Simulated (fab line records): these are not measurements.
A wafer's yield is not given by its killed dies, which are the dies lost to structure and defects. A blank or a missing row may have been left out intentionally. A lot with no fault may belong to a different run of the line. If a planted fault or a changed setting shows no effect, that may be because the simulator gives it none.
fab line records + flow nand_harc
record
- lots=24
- wafers=72
- last_day=26
route steps=1159 shown A_CONTACT@943 A_BLC@975
lots with no fault: from the same line, run without faults
start_h: the number of hours between the record's first day and the start of the first shown wafer of the lot + wait_h: hours from the lot's prior step to this one + " same as the row above + L1.1+2: a row that stands for several wafers + - no value present, or no start provided + * or withheld: withheld + < > ~ a bound
route shown NAME@n: names a module that has steps shown in the file, with the first one's number in the route + usual: mean/standard deviation taken from wafers without a fault + same: alike in all rows + chamber/n: place in a boat + sites: each site's reading + _std_site: their standard deviation + _edge_site: the outer-site mean with the inner-site mean subtracted + radius_mm: for every site, how far away it sits from the centre of the wafer + mask NAME#n: copy n + behind: tool/chamber where the wafer was last shaped + hold: cause of the lot's hold/its duration in hours/its outcome + device: the transistor (n, p or np) that didn't switch + end of line: the tests these same wafers got at the end of their route + a step with no rows: only its recipe + killed: not the wafer's yield, but the dies lost to structure and defects at the first sort + map: dies across one wafer; x = killed, . = not, _ = none there
set.NAME: the setting as run; set.NAME@STEP: as run at that earlier step + model.NAME: the simulator's own value behind a step, which no gauge read
a sample of lots followed through the steps of the route, with each step as a table and each wafer as a row
services: the hour from which a tool's chamber was out of use, counted from the record's first day as start_h (under 0 if before that day), plus the number of hours and why
## steps
# step NHARC_A_CONTACT_ETCH_134
# recipe
- source_w=withheld
- pressure_mtorr=20
- bias_v=withheld
- time_s=140
- target_depth_a=7000
- ar_flow_sccm=withheld
- c4f8_flow_sccm=withheld
- o2_flow_sccm=withheld
- chemistry=C4F8/O2/Ar
| lot.wafer | tool            | chamber | start_h | wait_h | rf_hours_counter_h |
|-----------|-----------------|---------|---------|--------|--------------------|
| L074.4    | har_cap_etch-02 | 1       | 381.56  | -      | -                  |
| L074.3    | "               | 0       | "       | "      | -                  |
| L074.5    | "               | 0       | "       | "      | -                  |
| L077.2    | har_cap_etch-03 | 0       | 390.86  | -      | 84                 |
| L077.1    | "               | 1       | "       | "      | 84                 |
| L077.5    | "               | 0       | "       | "      | -                  |
| L075.3    | har_cap_etch-01 | 0       | 392.66  | -      | -                  |
| L075.4    | "               | 1       | "       | "      | -                  |
| L075.5    | "               | 0       | "       | "      | -                  |
| L076.1    | har_cap_etch-02 | 1       | 401.00  | -      | 15                 |
| L076.4    | "               | 0       | "       | "      | -                  |
| L076.3    | "               | 1       | "       | "      | -                  |
| L078.1    | har_cap_etch-01 | 1       | 402.74  | -      | 61                 |
| L078.2    | "               | 0       | "       | "      | 61                 |
| L078.4    | "               | 0       | "       | "      | -                  |
| L080.2    | har_cap_etch-01 | 0       | 421.35  | -      | 63                 |
| L080.3    | "               | 0       | "       | "      | -                  |
| L080.5    | "               | 1       | "       | "      | -                  |
| L079.2    | har_cap_etch-03 | 0       | 431.21  | -      | 91                 |
| L079.4    | "               | 0       | "       | "      | -                  |
| L079.5    | "               | 1       | "       | "      | -                  |
| L081.4    | har_cap_etch-01 | 1       | 432.39  | -      | -                  |
| L081.6    | "               | 1       | "       | "      | -                  |
| L081.5    | "               | 0       | "       | "      | -                  |
| L083.2    | har_cap_etch-03 | 0       | 434.76  | -      | 92                 |
| L083.4    | "               | 1       | "       | "      | -                  |
| L083.3    | "               | 0       | "       | "      | -                  |
| L084.2    | har_cap_etch-02 | 0       | 444.82  | -      | 22                 |
| L084.4    | "               | 1       | "       | "      | -                  |
| L084.6    | "               | 1       | "       | "      | -                  |
| L082.3    | har_cap_etch-01 | 0       | 445.83  | -      | -                  |
| L082.6    | "               | 0       | "       | "      | -                  |
| L082.5    | "               | 1       | "       | "      | -                  |
| L087.2    | har_cap_etch-02 | 1       | 458.26  | -      | 25                 |
| L087.4    | "               | 0       | "       | "      | -                  |
| L087.6    | "               | 0       | "       | "      | -                  |
| L085.2    | har_cap_etch-01 | 1       | 460.20  | -      | 71                 |
| L085.4    | "               | 1       | "       | "      | -                  |
| L085.6    | "               | 0       | "       | "      | -                  |
| L089.2    | har_cap_etch-01 | 0       | 464.93  | -      | 71                 |
| L089.4    | "               | 0       | "       | "      | -                  |
| L089.5    | "               | 1       | "       | "      | -                  |
| L086.2    | har_cap_etch-01 | 0       | 466.96  | -      | 72                 |
| L086.3    | "               | 1       | "       | "      | -                  |
| L086.6    | "               | 1       | "       | "      | -                  |
| L090.2    | har_cap_etch-03 | 1       | 480.46  | -      | 100                |
| L090.6    | "               | 1       | "       | "      | -                  |
| L090.5    | "               | 0       | "       | "      | -                  |
| L088.2    | har_cap_etch-01 | 0       | 481.81  | -      | 74                 |
| L088.1    | "               | 1       | "       | "      | 74                 |
| L088.5    | "               | 0       | "       | "      | -                  |
| L091.2    | har_cap_etch-02 | 1       | 493.64  | -      | 30                 |
| L091.3    | "               | 0       | "       | "      | -                  |
| L091.6    | "               | 0       | "       | "      | -                  |
| L092.1    | har_cap_etch-03 | 0       | 494.04  | -      | 102                |
| L092.3    | "               | 1       | "       | "      | -                  |
| L092.4    | "               | 0       | "       | "      | -                  |
| L094.1    | har_cap_etch-03 | 0       | 508.86  | -      | 104                |
| L094.2    | "               | 1       | "       | "      | 104                |
| L094.3    | "               | 1       | "       | "      | -                  |
| L093.1    | har_cap_etch-02 | 0       | 511.51  | -      | 34                 |
| L093.2    | "               | 1       | "       | "      | 34                 |
| L093.5    | "               | 1       | "       | "      | -                  |
| L095.2    | har_cap_etch-01 | 1       | 513.24  | -      | 78                 |
| L095.3    | "               | 1       | "       | "      | -                  |
| L095.6    | "               | 1       | "       | "      | -                  |
| L096.2    | har_cap_etch-01 | 1       | 536.31  | -      | 82                 |
| L096.3    | "               | 1       | "       | "      | -                  |
| L096.6    | "               | 0       | "       | "      | -                  |
| L097.2    | har_cap_etch-01 | 1       | 552.98  | -      | 86                 |
| L097.4    | "               | 0       | "       | "      | -                  |
| L097.6    | "               | 0       | "       | "      | -                  |
# step NHARC_A_CONTACT_ETCH_136
# recipe
- source_w=withheld
- pressure_mtorr=20
- bias_v=3000
- time_s=132
- target_depth_a=12870
- ar_flow_sccm=withheld
- c4f8_flow_sccm=withheld
- o2_flow_sccm=withheld
- chemistry=C4F8/O2/Ar
| lot.wafer | tool            | chamber | start_h | wait_h | rf_hours_counter_h |
|-----------|-----------------|---------|---------|--------|--------------------|
| L074.4    | har_cap_etch-02 | 1       | 381.86  | 0.1    | -                  |
| L074.3    | "               | 0       | "       | "      | -                  |
| L074.5    | "               | 0       | "       | "      | -                  |
| L077.2    | har_cap_etch-03 | 0       | 391.29  | 0.1    | 84                 |
| L077.1    | "               | 1       | "       | "      | 84                 |
| L077.5    | "               | 0       | "       | "      | -                  |
| L075.3    | har_cap_etch-01 | 0       | 392.96  | 0.1    | -                  |
| L075.4    | "               | 1       | "       | "      | -                  |
| L075.5    | "               | 0       | "       | "      | -                  |
| L076.1    | har_cap_etch-02 | 1       | 401.31  | 0.1    | 15                 |
| L076.4    | "               | 0       | "       | "      | -                  |
| L076.3    | "               | 1       | "       | "      | -                  |
| L078.1    | har_cap_etch-01 | 1       | 403.06  | 0.1    | 62                 |
| L078.2    | "               | 0       | "       | "      | 62                 |
| L078.4    | "               | 0       | "       | "      | -                  |
| L080.2    | har_cap_etch-01 | 0       | 421.77  | 0.1    | 64                 |
| L080.3    | "               | 0       | "       | "      | -                  |
| L080.5    | "               | 1       | "       | "      | -                  |
| L079.2    | har_cap_etch-03 | 0       | 431.53  | 0.1    | 91                 |
| L079.4    | "               | 0       | "       | "      | -                  |
| L079.5    | "               | 1       | "       | "      | -                  |
| L081.4    | har_cap_etch-01 | 1       | 432.69  | 0.1    | -                  |
| L081.6    | "               | 1       | "       | "      | -                  |
| L081.5    | "               | 0       | "       | "      | -                  |
| L083.2    | har_cap_etch-03 | 0       | 435.07  | 0.1    | 92                 |
| L083.4    | "               | 1       | "       | "      | -                  |
| L083.3    | "               | 0       | "       | "      | -                  |
| L084.2    | har_cap_etch-02 | 0       | 445.13  | 0.1    | 22                 |
| L084.4    | "               | 1       | "       | "      | -                  |
| L084.6    | "               | 1       | "       | "      | -                  |
| L082.3    | har_cap_etch-01 | 0       | 446.12  | 0.1    | -                  |
| L082.6    | "               | 0       | "       | "      | -                  |
| L082.5    | "               | 1       | "       | "      | -                  |
| L087.2    | har_cap_etch-02 | 1       | 458.56  | 0.1    | 25                 |
| L087.4    | "               | 0       | "       | "      | -                  |
| L087.6    | "               | 0       | "       | "      | -                  |
| L085.2    | har_cap_etch-01 | 1       | 460.52  | 0.1    | 71                 |
| L085.4    | "               | 1       | "       | "      | -                  |
| L085.6    | "               | 0       | "       | "      | -                  |
| L089.2    | har_cap_etch-01 | 0       | 465.25  | 0.1    | 72                 |
| L089.4    | "               | 0       | "       | "      | -                  |
| L089.5    | "               | 1       | "       | "      | -                  |
| L086.2    | har_cap_etch-01 | 0       | 467.28  | 0.1    | 72                 |
| L086.3    | "               | 1       | "       | "      | -                  |
| L086.6    | "               | 1       | "       | "      | -                  |
| L090.2    | har_cap_etch-03 | 1       | 480.78  | 0.1    | 100                |
| L090.6    | "               | 1       | "       | "      | -                  |
| L090.5    | "               | 0       | "       | "      | -                  |
| L088.2    | har_cap_etch-01 | 0       | 482.13  | 0.1    | 74                 |
| L088.1    | "               | 1       | "       | "      | 74                 |
| L088.5    | "               | 0       | "       | "      | -                  |
| L091.2    | har_cap_etch-02 | 1       | 493.97  | 0.1    | 31                 |
| L091.3    | "               | 0       | "       | "      | -                  |
| L091.6    | "               | 0       | "       | "      | -                  |
| L092.1    | har_cap_etch-03 | 0       | 494.34  | 0.1    | 102                |
| L092.3    | "               | 1       | "       | "      | -                  |
| L092.4    | "               | 0       | "       | "      | -                  |
| L094.1    | har_cap_etch-03 | 0       | 509.18  | 0.1    | 104                |
| L094.2    | "               | 1       | "       | "      | 104                |
| L094.3    | "               | 1       | "       | "      | -                  |
| L093.1    | har_cap_etch-02 | 0       | 511.94  | 0.1    | 34                 |
| L093.2    | "               | 1       | "       | "      | 34                 |
| L093.5    | "               | 1       | "       | "      | -                  |
| L095.2    | har_cap_etch-01 | 1       | 513.55  | 0.1    | 79                 |
| L095.3    | "               | 1       | "       | "      | -                  |
| L095.6    | "               | 1       | "       | "      | -                  |
| L096.2    | har_cap_etch-01 | 1       | 536.63  | 0.1    | 82                 |
| L096.3    | "               | 1       | "       | "      | -                  |
| L096.6    | "               | 0       | "       | "      | -                  |
| L097.2    | har_cap_etch-01 | 1       | 553.30  | 0.1    | 87                 |
| L097.4    | "               | 0       | "       | "      | -                  |
| L097.6    | "               | 0       | "       | "      | -                  |
# step NHARC_A_CONTACT_CD_MEAS_15
# usual
- cd_nm=90.0/0.66
| lot.wafer | tool      | chamber | start_h | wait_h | cd_nm |
|-----------|-----------|---------|---------|--------|-------|
| L074.3    | cd_sem-03 | -       | 382.84  | -      | 90.4  |
| L074.4    | "         | -       | "       | "      | 90.7  |
| L074.5    | "         | -       | "       | "      | 89.8  |
| L077.1    | cd_sem-01 | -       | 392.48  | -      | 89.3  |
| L077.2    | "         | -       | "       | "      | 89.9  |
| L077.5    | "         | -       | "       | "      | 89.0  |
| L075.3    | cd_sem-02 | -       | 393.93  | -      | 90.0  |
| L075.4    | "         | -       | "       | "      | 89.7  |
| L075.5    | "         | -       | "       | "      | 90.5  |
| L076.1    | cd_sem-02 | -       | 402.33  | -      | 90.2  |
| L076.3    | "         | -       | "       | "      | 90.4  |
| L076.4    | "         | -       | "       | "      | 90.0  |
| L078.1    | cd_sem-02 | -       | 404.08  | -      | 89.6  |
| L078.2    | "         | -       | "       | "      | 90.4  |
| L078.4    | "         | -       | "       | "      | 90.6  |
| L080.2    | cd_sem-03 | -       | 422.93  | -      | 90.6  |
| L080.3    | "         | -       | "       | "      | 90.0  |
| L080.5    | "         | -       | "       | "      | 90.3  |
| L079.2    | cd_sem-02 | -       | 432.55  | -      | 89.3  |
| L079.4    | "         | -       | "       | "      | 89.1  |
| L079.5    | "         | -       | "       | "      | 89.5  |
| L081.4    | cd_sem-01 | -       | 433.76  | -      | 90.1  |
| L081.5    | "         | -       | "       | "      | 90.3  |
| L081.6    | "         | -       | "       | "      | 91.1  |
| L083.2    | cd_sem-02 | -       | 436.04  | -      | 91.3  |
| L083.3    | "         | -       | "       | "      | 90.1  |
| L083.4    | "         | -       | "       | "      | 91.6  |
| L084.2    | cd_sem-02 | -       | 446.14  | -      | 89.7  |
| L084.4    | "         | -       | "       | "      | 89.3  |
| L084.6    | "         | -       | "       | "      | 90.9  |
| L082.3    | cd_sem-02 | -       | 447.07  | -      | 90.1  |
| L082.5    | "         | -       | "       | "      | 89.9  |
| L082.6    | "         | -       | "       | "      | 89.0  |
| L087.2    | cd_sem-01 | -       | 459.57  | -      | 89.2  |
| L087.4    | "         | -       | "       | "      | 89.8  |
| L087.6    | "         | -       | "       | "      | 89.5  |
| L085.2    | cd_sem-03 | -       | 461.51  | -      | 90.9  |
| L085.4    | "         | -       | "       | "      | 91.2  |
| L085.6    | "         | -       | "       | "      | 90.3  |
| L089.2    | cd_sem-03 | -       | 466.43  | -      | 89.5  |
| L089.4    | "         | -       | "       | "      | 89.5  |
| L089.5    | "         | -       | "       | "      | 90.3  |
| L086.2    | cd_sem-01 | -       | 468.34  | -      | 89.2  |
| L086.3    | "         | -       | "       | "      | 88.9  |
| L086.6    | "         | -       | "       | "      | 89.3  |
| L090.2    | cd_sem-03 | -       | 481.77  | -      | 89.8  |
| L090.5    | "         | -       | "       | "      | 90.7  |
| L090.6    | "         | -       | "       | "      | 89.4  |
| L088.1    | cd_sem-03 | -       | 483.12  | -      | 90.4  |
| L088.2    | "         | -       | "       | "      | 89.2  |
| L088.5    | "         | -       | "       | "      | 89.5  |
| L091.2    | cd_sem-03 | -       | 495.01  | -      | 89.0  |
| L091.3    | "         | -       | "       | "      | 89.0  |
| L091.6    | "         | -       | "       | "      | 89.6  |
| L092.1    | cd_sem-03 | -       | 495.31  | -      | 90.3  |
| L092.3    | "         | -       | "       | "      | 90.2  |
| L092.4    | "         | -       | "       | "      | 88.9  |
| L094.1    | cd_sem-01 | -       | 510.18  | -      | 90.2  |
| L094.2    | "         | -       | "       | "      | 90.2  |
| L094.3    | "         | -       | "       | "      | 90.7  |
| L093.1    | cd_sem-03 | -       | 513.14  | -      | 90.4  |
| L093.2    | "         | -       | "       | "      | 89.7  |
| L093.5    | "         | -       | "       | "      | 89.9  |
| L095.2    | cd_sem-01 | -       | 514.53  | -      | 90.0  |
| L095.3    | "         | -       | "       | "      | 89.6  |
| L095.6    | "         | -       | "       | "      | 90.9  |
| L096.2    | cd_sem-01 | -       | 537.63  | -      | 89.6  |
| L096.3    | "         | -       | "       | "      | 89.5  |
| L096.6    | "         | -       | "       | "      | 89.5  |
| L097.2    | cd_sem-03 | -       | 554.31  | -      | 90.1  |
| L097.4    | "         | -       | "       | "      | 91.0  |
| L097.6    | "         | -       | "       | "      | 89.8  |
# step NHARC_A_BLC_OVL_MEAS_11
# usual
- overlay_x_nm=0.2/0.81
- overlay_y_nm=0.0/0.73
| lot.wafer | tool       | chamber | start_h | wait_h | overlay_x_nm | overlay_y_nm |
|-----------|------------|---------|---------|--------|--------------|--------------|
| L074.3    | overlay-01 | -       | 385.89  | -      | -0.4         | 0.2          |
| L074.4    | "          | -       | "       | "      | -0.3         | -0.1         |
| L074.5    | "          | -       | "       | "      | -0.6         | 0.2          |
| L077.1    | overlay-02 | -       | 401.49  | -      | 1.2          | -0.5         |
| L077.2    | "          | -       | "       | "      | 0.6          | -0.3         |
| L077.5    | "          | -       | "       | "      | 0.6          | -0.3         |
| L075.3    | overlay-01 | -       | 402.14  | -      | -0.1         | -0.5         |
| L075.4    | "          | -       | "       | "      | 0.2          | -0.5         |
| L075.5    | "          | -       | "       | "      | 0.2          | -0.6         |
| L076.1    | overlay-01 | -       | 405.51  | -      | 0.1          | 0.4          |
| L076.3    | "          | -       | "       | "      | 0.4          | 1.2          |
| L076.4    | "          | -       | "       | "      | 0.3          | 0.1          |
| L078.1    | overlay-02 | -       | 407.20  | -      | -1.7         | 0.3          |
| L078.2    | "          | -       | "       | "      | -1.5         | 0.2          |
| L078.4    | "          | -       | "       | "      | -2.1         | 0.0          |
| L080.2    | overlay-02 | -       | 425.98  | -      | 0.0          | -0.6         |
| L080.3    | "          | -       | "       | "      | 1.1          | -0.1         |
| L080.5    | "          | -       | "       | "      | 0.1          | 0.1          |
| L079.2    | overlay-02 | -       | 435.73  | -      | -1.5         | -0.6         |
| L079.4    | "          | -       | "       | "      | -1.2         | -0.9         |
| L079.5    | "          | -       | "       | "      | -1.6         | -1.2         |
| L081.4    | overlay-02 | -       | 441.67  | -      | -0.6         | 1.1          |
| L081.5    | "          | -       | "       | "      | -0.5         | 0.0          |
| L081.6    | "          | -       | "       | "      | -0.3         | 0.1          |
| L083.2    | overlay-01 | -       | 444.36  | -      | 0.3          | -0.3         |
| L083.3    | "          | -       | "       | "      | 0.8          | 0.5          |
| L083.4    | "          | -       | "       | "      | 0.2          | 0.4          |
| L084.2    | overlay-01 | -       | 450.17  | -      | 0.4          | 1.0          |
| L084.4    | "          | -       | "       | "      | 0.2          | 1.1          |
| L084.6    | "          | -       | "       | "      | -0.2         | 0.8          |
| L082.3    | overlay-01 | -       | 451.07  | -      | 1.2          | -0.6         |
| L082.5    | "          | -       | "       | "      | 1.3          | -0.8         |
| L082.6    | "          | -       | "       | "      | 0.7          | -1.0         |
| L087.2    | overlay-01 | -       | 464.25  | -      | 0.0          | 1.1          |
| L087.4    | "          | -       | "       | "      | -0.6         | 1.1          |
| L087.6    | "          | -       | "       | "      | -0.5         | 1.7          |
| L085.2    | overlay-01 | -       | 465.14  | -      | 0.6          | 1.0          |
| L085.4    | "          | -       | "       | "      | 0.6          | 0.9          |
| L085.6    | "          | -       | "       | "      | 0.4          | 0.6          |
| L089.2    | overlay-02 | -       | 471.25  | -      | -0.4         | -0.1         |
| L089.4    | "          | -       | "       | "      | -0.4         | -0.1         |
| L089.5    | "          | -       | "       | "      | -1.1         | 0.1          |
| L086.2    | overlay-01 | -       | 471.52  | -      | -0.2         | 1.4          |
| L086.3    | "          | -       | "       | "      | 0.4          | 0.0          |
| L086.6    | "          | -       | "       | "      | 0.1          | 0.7          |
| L090.2    | overlay-02 | -       | 491.82  | -      | 1.7          | 0.7          |
| L090.5    | "          | -       | "       | "      | 0.9          | 0.9          |
| L090.6    | "          | -       | "       | "      | 1.7          | 0.7          |
| L088.1    | overlay-01 | -       | 495.37  | -      | -0.3         | -1.7         |
| L088.2    | "          | -       | "       | "      | -0.2         | -1.1         |
| L088.5    | "          | -       | "       | "      | 0.3          | -1.5         |
| L091.2    | overlay-02 | -       | 502.16  | -      | -0.3         | -0.1         |
| L091.3    | "          | -       | "       | "      | -0.1         | -0.1         |
| L091.6    | "          | -       | "       | "      | 0.5          | 0.1          |
| L092.1    | overlay-02 | -       | 502.75  | -      | 0.7          | 0.6          |
| L092.3    | "          | -       | "       | "      | 1.3          | 0.7          |
| L092.4    | "          | -       | "       | "      | 0.9          | 0.9          |
| L094.1    | overlay-02 | -       | 513.51  | -      | 1.7          | 0.3          |
| L094.2    | "          | -       | "       | "      | 1.1          | 0.0          |
| L094.3    | "          | -       | "       | "      | 1.0          | 0.1          |
| L093.1    | overlay-02 | -       | 516.11  | -      | 0.8          | 0.0          |
| L093.2    | "          | -       | "       | "      | 1.4          | -0.3         |
| L093.5    | "          | -       | "       | "      | 1.4          | -1.1         |
| L095.2    | overlay-02 | -       | 524.98  | -      | -0.5         | -0.9         |
| L095.3    | "          | -       | "       | "      | -0.4         | -0.7         |
| L095.6    | "          | -       | "       | "      | -0.4         | -0.3         |
| L096.2    | overlay-01 | -       | 541.22  | -      | 0.1          | -0.6         |
| L096.3    | "          | -       | "       | "      | 0.0          | 0.2          |
| L096.6    | "          | -       | "       | "      | -0.2         | 0.3          |
| L097.2    | overlay-01 | -       | 564.75  | -      | 0.2          | -0.5         |
| L097.4    | "          | -       | "       | "      | 0.5          | 0.0          |
| L097.6    | "          | -       | "       | "      | 0.3          | -0.3         |
# step NHARC_A_BLC_INSPECT_12
# usual
- raw_defect_count=30/14
| lot.wafer | tool              | chamber | start_h | wait_h | raw_defect_count |
|-----------|-------------------|---------|---------|--------|------------------|
| L074.3    | defect_inspect-01 | -       | 385.93  | 0.0    | 27               |
| L074.4    | "                 | -       | "       | "      | 27               |
| L074.5    | "                 | -       | "       | "      | 24               |
| L077.1    | defect_inspect-01 | -       | 401.53  | 0.0    | 18               |
| L077.2    | "                 | -       | "       | "      | 16               |
| L077.5    | "                 | -       | "       | "      | 18               |
| L075.3    | defect_inspect-01 | -       | 402.17  | 0.0    | 9                |
| L075.4    | "                 | -       | "       | "      | 14               |
| L075.5    | "                 | -       | "       | "      | 10               |
| L076.1    | defect_inspect-01 | -       | 405.55  | 0.0    | 31               |
| L076.3    | "                 | -       | "       | "      | 26               |
| L076.4    | "                 | -       | "       | "      | 39               |
| L078.1    | defect_inspect-02 | -       | 407.24  | 0.0    | 20               |
| L078.2    | "                 | -       | "       | "      | 29               |
| L078.4    | "                 | -       | "       | "      | 32               |
| L080.2    | defect_inspect-02 | -       | 426.01  | 0.0    | 18               |
| L080.3    | "                 | -       | "       | "      | 16               |
| L080.5    | "                 | -       | "       | "      | 21               |
| L079.2    | defect_inspect-02 | -       | 435.76  | 0.0    | 32               |
| L079.4    | "                 | -       | "       | "      | 37               |
| L079.5    | "                 | -       | "       | "      | 24               |
| L081.4    | defect_inspect-02 | -       | 441.70  | 0.0    | 32               |
| L081.5    | "                 | -       | "       | "      | 29               |
| L081.6    | "                 | -       | "       | "      | 18               |
| L083.2    | defect_inspect-01 | -       | 444.39  | 0.0    | 38               |
| L083.3    | "                 | -       | "       | "      | 26               |
| L083.4    | "                 | -       | "       | "      | 30               |
| L084.2    | defect_inspect-02 | -       | 450.21  | 0.0    | 11               |
| L084.4    | "                 | -       | "       | "      | 9                |
| L084.6    | "                 | -       | "       | "      | 10               |
| L082.3    | defect_inspect-02 | -       | 451.11  | 0.0    | 29               |
| L082.5    | "                 | -       | "       | "      | 31               |
| L082.6    | "                 | -       | "       | "      | 34               |
| L087.2    | defect_inspect-02 | -       | 464.29  | 0.0    | 14               |
| L087.4    | "                 | -       | "       | "      | 8                |
| L087.6    | "                 | -       | "       | "      | 8                |
| L085.2    | defect_inspect-01 | -       | 465.18  | 0.0    | 28               |
| L085.4    | "                 | -       | "       | "      | 26               |
| L085.6    | "                 | -       | "       | "      | 29               |
| L089.2    | defect_inspect-02 | -       | 471.29  | 0.0    | 45               |
| L089.4    | "                 | -       | "       | "      | 36               |
| L089.5    | "                 | -       | "       | "      | 28               |
| L086.2    | defect_inspect-01 | -       | 471.55  | 0.0    | 48               |
| L086.3    | "                 | -       | "       | "      | 45               |
| L086.6    | "                 | -       | "       | "      | 49               |
| L090.2    | defect_inspect-01 | -       | 491.86  | 0.0    | 50               |
| L090.5    | "                 | -       | "       | "      | 49               |
| L090.6    | "                 | -       | "       | "      | 42               |
| L088.1    | defect_inspect-02 | -       | 495.40  | 0.0    | 29               |
| L088.2    | "                 | -       | "       | "      | 42               |
| L088.5    | "                 | -       | "       | "      | 34               |
| L091.2    | defect_inspect-02 | -       | 502.20  | 0.0    | 20               |
| L091.3    | "                 | -       | "       | "      | 16               |
| L091.6    | "                 | -       | "       | "      | 11               |
| L092.1    | defect_inspect-02 | -       | 502.79  | 0.0    | 60               |
| L092.3    | "                 | -       | "       | "      | 72               |
| L092.4    | "                 | -       | "       | "      | 57               |
| L094.1    | defect_inspect-02 | -       | 513.55  | 0.0    | 69               |
| L094.2    | "                 | -       | "       | "      | 61               |
| L094.3    | "                 | -       | "       | "      | 62               |
| L093.1    | defect_inspect-02 | -       | 516.14  | 0.0    | 24               |
| L093.2    | "                 | -       | "       | "      | 30               |
| L093.5    | "                 | -       | "       | "      | 28               |
| L095.2    | defect_inspect-02 | -       | 525.01  | 0.0    | 59               |
| L095.3    | "                 | -       | "       | "      | 41               |
| L095.6    | "                 | -       | "       | "      | 52               |
| L096.2    | defect_inspect-02 | -       | 541.25  | 0.0    | 19               |
| L096.3    | "                 | -       | "       | "      | 25               |
| L096.6    | "                 | -       | "       | "      | 24               |
| L097.2    | defect_inspect-01 | -       | 564.78  | 0.0    | 25               |
| L097.4    | "                 | -       | "       | "      | 29               |
| L097.6    | "                 | -       | "       | "      | 27               |
# step NHARC_A_BLC_PVD_32
# recipe
- target_thk_a=50
- chamber_pressure_pa=5
- power_w=5000
- substrate_temp_c=200
- time_s=17.7
- material=Ti
# usual
- throttle_valve_pct=29.4/1
| lot.wafer | tool           | chamber | start_h | wait_h | throttle_valve_pct |
|-----------|----------------|---------|---------|--------|--------------------|
| L074.4    | pvd_sputter-01 | -       | -       | -      | 30.6               |
| L074.3    | "              | -       | "       | "      | 29.0               |
| L074.5    | "              | -       | "       | "      | 28.6               |
| L077.1    | pvd_sputter-02 | -       | -       | -      | 29.2               |
| L077.2    | "              | -       | "       | "      | 28.6               |
| L077.5    | "              | -       | "       | "      | 27.8               |
| L075.4    | pvd_sputter-03 | -       | -       | -      | 30.7               |
| L075.3    | "              | -       | "       | "      | 29.9               |
| L075.5    | "              | -       | "       | "      | 31.2               |
| L076.4    | pvd_sputter-01 | -       | -       | -      | 30.2               |
| L076.3    | "              | -       | "       | "      | 29.1               |
| L076.1    | "              | -       | "       | "      | 30.8               |
| L078.1    | pvd_sputter-01 | -       | -       | -      | 28.7               |
| L078.2    | "              | -       | "       | "      | 31.2               |
| L078.4    | "              | -       | "       | "      | 29.0               |
| L080.2    | pvd_sputter-03 | -       | -       | -      | 29.5               |
| L080.3    | "              | -       | "       | "      | 29.2               |
| L080.5    | "              | -       | "       | "      | 29.3               |
| L079.4    | pvd_sputter-02 | -       | -       | -      | 28.7               |
| L079.2    | "              | -       | "       | "      | 27.9               |
| L079.5    | "              | -       | "       | "      | 28.5               |
| L081.4    | pvd_sputter-01 | -       | -       | -      | 28.6               |
| L081.5    | "              | -       | "       | "      | 29.3               |
| L081.6    | "              | -       | "       | "      | 28.9               |
| L083.2    | pvd_sputter-03 | -       | -       | -      | 29.8               |
| L083.4    | "              | -       | "       | "      | 29.5               |
| L083.3    | "              | -       | "       | "      | 29.3               |
| L084.4    | pvd_sputter-02 | -       | -       | -      | 29.3               |
| L084.2    | "              | -       | "       | "      | 28.6               |
| L084.6    | "              | -       | "       | "      | 28.7               |
| L082.3    | pvd_sputter-03 | -       | -       | -      | 29.5               |
| L082.6    | "              | -       | "       | "      | 29.6               |
| L082.5    | "              | -       | "       | "      | 29.5               |
| L087.4    | pvd_sputter-02 | -       | -       | -      | 27.5               |
| L087.2    | "              | -       | "       | "      | 28.8               |
| L087.6    | "              | -       | "       | "      | 28.5               |
| L085.2    | pvd_sputter-02 | -       | -       | -      | 28.6               |
| L085.4    | "              | -       | "       | "      | 28.6               |
| L085.6    | "              | -       | "       | "      | 28.5               |
| L086.3    | pvd_sputter-03 | -       | -       | -      | 29.3               |
| L086.2    | "              | -       | "       | "      | 29.9               |
| L086.6    | "              | -       | "       | "      | 29.4               |
| L089.4    | pvd_sputter-02 | -       | -       | -      | 27.5               |
| L089.2    | "              | -       | "       | "      | 28.9               |
| L089.5    | "              | -       | "       | "      | 28.9               |
| L090.2    | pvd_sputter-01 | -       | -       | -      | 29.0               |
| L090.5    | "              | -       | "       | "      | 29.1               |
| L090.6    | "              | -       | "       | "      | 28.8               |
| L088.2    | pvd_sputter-03 | -       | -       | -      | 30.1               |
| L088.1    | "              | -       | "       | "      | 30.0               |
| L088.5    | "              | -       | "       | "      | 29.6               |
| L091.2    | pvd_sputter-01 | -       | -       | -      | 30.8               |
| L091.3    | "              | -       | "       | "      | 30.4               |
| L091.6    | "              | -       | "       | "      | 28.5               |
| L092.3    | pvd_sputter-01 | -       | -       | -      | 30.5               |
| L092.4    | "              | -       | "       | "      | 28.7               |
| L092.1    | "              | -       | "       | "      | 30.9               |
| L094.3    | pvd_sputter-03 | -       | -       | -      | 31.0               |
| L094.1    | "              | -       | "       | "      | 29.4               |
| L094.2    | "              | -       | "       | "      | 29.9               |
| L093.1    | pvd_sputter-02 | -       | -       | -      | 28.6               |
| L093.2    | "              | -       | "       | "      | 27.9               |
| L093.5    | "              | -       | "       | "      | 28.8               |
| L095.3    | pvd_sputter-03 | -       | -       | -      | 29.6               |
| L095.2    | "              | -       | "       | "      | 29.8               |
| L095.6    | "              | -       | "       | "      | 29.7               |
| L096.2    | pvd_sputter-02 | -       | -       | -      | 27.8               |
| L096.3    | "              | -       | "       | "      | 28.9               |
| L096.6    | "              | -       | "       | "      | 28.5               |
| L097.4    | pvd_sputter-03 | -       | -       | -      | 30.1               |
| L097.2    | "              | -       | "       | "      | 30.1               |
| L097.6    | "              | -       | "       | "      | 30.2               |
## services
| tool            | chamber | start_h | hours | kind       |
|-----------------|---------|---------|-------|------------|
| pvd_sputter-02  | -       | 392.00  | 10.0  | pm         |
| har_cap_etch-01 | -       | 420.51  | 0.6   | repair     |
| pvd_sputter-03  | -       | 458.10  | 10.0  | pm         |
| pvd_sputter-01  | -       | 514.06  | 10.0  | pm         |
| har_cap_etch-03 | -       | 545.00  | 17.0  | pm         |
| har_cap_etch-03 | 0       | 545.00  | 17.0  | vent_cycle |
| har_cap_etch-03 | 1       | 545.00  | 17.0  | vent_cycle |
| pvd_sputter-02  | -       | 555.14  | 9.6   | repair     |
| har_cap_etch-03 | 0       | 562.00  | -     | clean      |
| har_cap_etch-03 | 1       | 562.00  | -     | clean      |
## key
fault none
